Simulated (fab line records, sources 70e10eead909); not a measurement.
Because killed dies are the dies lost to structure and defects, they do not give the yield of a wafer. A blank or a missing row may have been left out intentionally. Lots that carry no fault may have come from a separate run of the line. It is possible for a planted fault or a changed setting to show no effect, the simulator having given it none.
Which of the tools did it?	flow nandHarc	12 lots, 36 wafers sampled, at 4 steps of a route of 1159

## WHAT THE GAUGES SHOWED, per wafer
No reading from a measuring or inspecting step in the record can be judged against a usual standard deviation.

## WHAT TOOL EACH LOT RAN ON (gives the tool, then ch and the chambers of the sampled wafers, and finally the start)
lot	NHARC_P_BONDPAD_ETCH_12	NHARC_P_BONDPAD_PRE_CLEAN_26	NHARC_A_ZERO_WELL_PRECLEAN_00	NHARC_A_ZERO_WELL_ETCH_19
L217	rieDiel-02 ch 1,2, day 6 14:48 or earlier	pvdSputter-01, day 6 14:48 or earlier	wetBench-09 ch 0,3,6, day 6 14:48	rieDiel-04 ch 1,2,3, day 6 15:49
L221	rieDiel-10 ch 1,2,3, day 7 13:51 or earlier	pvdSputter-02, day 7 13:51 or earlier	wetBench-01 ch 0,1,3, day 7 13:51	rieDiel-04 ch 1,2,3, day 7 14:53
L224	rieDiel-08 ch 0,1,3, day 7 20:51 or earlier	pvdSputter-02, day 7 20:51 or earlier	wetBench-09 ch 1,2,4, day 7 20:51	rieDiel-12 ch 0,2,3, day 7 21:53
L222	rieDiel-02 ch 1,2,3, day 7 21:16 or earlier	pvdSputter-03, day 7 21:16 or earlier	wetBench-06 ch 4,5,7, day 7 21:16	rieDiel-12 ch 0,2,3, day 7 22:16
L223	rieDiel-08 ch 0,3, day 8 01:08 or earlier	pvdSputter-02, day 8 01:08 or earlier	wetBench-09 ch 0,4,6, day 8 01:08	rieDiel-04 ch 1,2, day 8 02:10
L227	rieDiel-08 ch 0,2,3, day 8 22:23 or earlier	pvdSputter-01, day 8 22:23 or earlier	wetBench-06 ch 2,5,6, day 8 22:23	rieDiel-05 ch 0,2,3, day 8 23:22
L231	rieDiel-10 ch 0,1,3, day 9 18:19 or earlier	pvdSputter-03, day 9 18:19 or earlier	wetBench-01 ch 0,1,2, day 9 18:19	rieDiel-05 ch 0,1,3, day 9 19:19
L233	rieDiel-08 ch 2,3, day 10 06:52 or earlier	pvdSputter-01, day 10 06:52 or earlier	wetBench-01 ch 0,6,7, day 10 06:52	rieDiel-12 ch 0,2, day 10 07:52
L236	rieDiel-10 ch 1,2,3, day 11 04:20 or earlier	pvdSputter-02, day 11 04:20 or earlier	wetBench-09 ch 0,3,7, day 11 04:20	rieDiel-05 ch 0,1,3, day 11 05:20
L237	rieDiel-08 ch 1,2,3, day 11 16:00 or earlier	pvdSputter-03, day 11 16:00 or earlier	wetBench-09 ch 4,5,6, day 11 16:00	rieDiel-05 ch 0,1,3, day 11 16:59
L238	rieDiel-08 ch 0,1, day 11 20:23 or earlier	pvdSputter-01, day 11 20:23 or earlier	wetBench-01 ch 2,4,5, day 11 20:23	rieDiel-04 ch 0,2, day 11 21:23
L240	rieDiel-08 ch 0,1,2, day 12 14:14 or earlier	pvdSputter-02, day 12 14:14 or earlier	wetBench-09 ch 3,5,6, day 12 14:14	rieDiel-12 ch 1,2,3, day 12 15:14
- NHARC_P_BONDPAD_ETCH_12: etches the open film in CHF3/O2, target depth 200 nm, time 100 s.
- NHARC_P_BONDPAD_PRE_CLEAN_26: time 30 s.
- NHARC_A_ZERO_WELL_PRECLEAN_00: cleans in SPM, time 600 s.
- NHARC_A_ZERO_WELL_ETCH_19: etches the open film in N2/H2, target depth 80 nm, overetch 24 nm, time 87.88 s.

## AS READ BY THE TOOLS THEMSELVES (means over the sampled wafers that have a number; for cases with no such wafer, the mark the record gives instead)
NHARC_P_BONDPAD_ETCH_12. Usual: drypumpMotorCurrentA 5.8 A, standard deviation 0.47; oesProductAu 0.941 a.u., standard deviation 0.024; rfVppV 371.7 V, standard deviation 2; showerheadPlenumPTorr 2.45 Torr, standard deviation 0.09; throttleValvePct 20.573 %, standard deviation 0.0096.
lot	tool	drypumpMotorCurrentA (A)	oesProductAu (a.u.)	rfVppV (V)	showerheadPlenumPTorr (Torr)	throttleValvePct (%)	flag
L217	rieDiel-02	5.3	0.914	369.6	2.36	20.569	
L221	rieDiel-10	6.0	0.938	369.1	2.32	20.571	
L224	rieDiel-08	6.1	0.911	371.4	2.46	20.578	
L222	rieDiel-02	5.6	0.934	370.2	2.39	20.580	
L223	rieDiel-08	5.9	0.950	371.7	2.50	20.582	
L227	rieDiel-08	5.6	0.917	373.0	2.49	20.573	
L231	rieDiel-10	5.9	0.968	371.6	2.45	20.577	
L233	rieDiel-08	5.5	0.928	373.0	2.53	20.561	
L236	rieDiel-10	6.0	0.941	370.7	2.43	20.575	
L237	rieDiel-08	5.7	0.974	372.7	2.49	20.580	
L238	rieDiel-08	6.2	0.922	371.6	2.41	20.574	
L240	rieDiel-08	5.8	0.926	372.3	2.44	20.573	

NHARC_P_BONDPAD_PRE_CLEAN_26. Usual: heaterPowerW at 400 W, with a standard deviation of 51.
lot	tool	heaterPowerW (W)	flag
L217	pvdSputter-01	357	
L221	pvdSputter-02	434	
L224	pvdSputter-02	451	
L222	pvdSputter-03	385	
L223	pvdSputter-02	435	
L227	pvdSputter-01	349	
L231	pvdSputter-03	401	
L233	pvdSputter-01	350	
L236	pvdSputter-02	419	
L237	pvdSputter-03	381	
L238	pvdSputter-01	381	
L240	pvdSputter-02	453	

NHARC_A_ZERO_WELL_PRECLEAN_00. Usual: bathGuardTempC 120.0 C, standard deviation 0.61; bathHeatDutyPct 13.7 %, standard deviation 1.4.
lot	tool	bathGuardTempC (C)	bathHeatDutyPct (%)	flag
L217	wetBench-09	120.3	15.8	
L221	wetBench-01	119.9	12.6	
L224	wetBench-09	119.7	14.0	
L222	wetBench-06	120.0	12.8	
L223	wetBench-09	120.0	14.4	
L227	wetBench-06	120.7	12.7	
L231	wetBench-01	120.2	13.3	
L233	wetBench-01	119.8	13.8	
L236	wetBench-09	120.2	15.0	
L237	wetBench-09	-	-	OFF
L238	wetBench-01	-	-	OFF
L240	wetBench-09	119.9	14.6	

NHARC_A_ZERO_WELL_ETCH_19. Usual: drypumpMotorCurrentA 5.6 A, standard deviation 0.58; oesProductAu 1.001 a.u., standard deviation 0.012; rfVppV 430 V, standard deviation 3; showerheadPlenumPTorr 2.02 Torr, standard deviation 0.1; throttleValvePct 14.172 %, standard deviation 0.0093.
lot	tool	drypumpMotorCurrentA (A)	oesProductAu (a.u.)	rfVppV (V)	showerheadPlenumPTorr (Torr)	throttleValvePct (%)	flag
L217	rieDiel-04	5.9	0.990	429	1.99	14.165	
L221	rieDiel-04	5.9	0.998	429	1.99	14.182	
L224	rieDiel-12	5.9	0.995	431	2.05	14.184	
L222	rieDiel-12	6.0	0.992	431	2.05	14.175	
L223	rieDiel-04	5.5	0.997	430	2.05	14.179	
L227	rieDiel-05	5.1	1.016	431	2.08	14.176	
L231	rieDiel-05	5.0	0.996	428	1.98	14.172	
L233	rieDiel-12	5.8	1.004	430	1.99	14.175	
L236	rieDiel-05	5.0	1.001	429	1.98	14.172	
L237	rieDiel-05	4.9	1.010	428	1.98	14.165	
L238	rieDiel-04	5.7	1.010	430	2.00	14.174	
L240	rieDiel-12	6.1	0.992	431	2.03	14.170	

## THE ANSWER, worked out from the rows above alone
Rule: lot off if the mean of its wafers having a number is beyond 3 standard deviations from the usual mean. Also off: a lot with no number at a reading for which 4 or more lots have one. All remaining lots with rows at the step are treated as sound. First the gauges in route order, then the tools' own readings, where a lot's mean is used as printed above. The first step at which some lot is off is used, and at that step the reading that is off furthest; a lot without a number counts as furthest.
Off at NHARC_A_ZERO_WELL_PRECLEAN_00 (bathGuardTempC): L237, L238. Without a number there: L237, L238.
A tool fits if, at that step or a process step before it, it ran every lot that is off, and no sound lot after the first of them. NHARC_P_BONDPAD_ETCH_12: start missing for some lots; hours and lot order therefore follow NHARC_A_ZERO_WELL_PRECLEAN_00. NHARC_P_BONDPAD_PRE_CLEAN_26: start missing for some lots; hours and lot order therefore follow NHARC_A_ZERO_WELL_PRECLEAN_00. Not one of the candidates tried fits.

## WHAT THE SIMULATOR HAD PUT IN
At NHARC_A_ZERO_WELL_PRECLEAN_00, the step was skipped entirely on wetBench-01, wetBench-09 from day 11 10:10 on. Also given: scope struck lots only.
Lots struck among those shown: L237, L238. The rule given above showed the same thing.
